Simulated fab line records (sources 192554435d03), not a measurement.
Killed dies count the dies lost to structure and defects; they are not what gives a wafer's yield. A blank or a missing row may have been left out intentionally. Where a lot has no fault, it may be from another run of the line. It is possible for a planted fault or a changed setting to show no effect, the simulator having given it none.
Matching of chambers | flow n5Finfet | rieDiel-03 running N5_BEOL_M9_DESCUM_16: 4 sister chambers
The step chemistry O2, time 7.9 s. 4 wafers are shown with their chamber, then 8 later ones without.

## WAFERS WITH THEIR CHAMBER
wafer  | chamber | drypumpMotorCurrentA (A)
L084.2 | 3       | 6.6
L084.6 | 2       | 5.8
L088.6 | 0       | 4.9
L086.3 | 1       | 6.1

## WAFERS WITH NO CHAMBER GIVEN
wafer  | drypumpMotorCurrentA (A)
L086.4 | 5.8
L086.6 | 5.8
L092.4 | 5.8
L092.5 | 6.6
L092.6 | 5.8
L096.1 | 4.9
L096.3 | 6.0
L096.5 | 6.0

## WHICH CHAMBER EACH WENT THROUGH
wafer  | from the rows above | in truth
L086.4 | 2                   | 2
L086.6 | 2                   | 2
L092.4 | 2                   | 2
L092.5 | 3                   | 3
L092.6 | 2                   | 2
L096.1 | 0                   | 0
L096.3 | 1                   | 1
L096.5 | 1                   | 1
Placed correctly: 8 of 8. Can't be placed from these rows: 0. Wrongly placed: 0.
How it was worked out, from the rows above alone: a wafer's distance from a chamber is the root of the sum, over the readings, of the square of ((its reading less the chamber's mean) divided by the reading's scatter). The wafer belongs to the nearest chamber; if the next one is less than 2 further off, it can't be placed. The mean given for a chamber averages the wafers shown for that chamber. The scatter: root of mean squared gap, hidden wafer to nearest shown wafer, with one shown wafer a chamber.
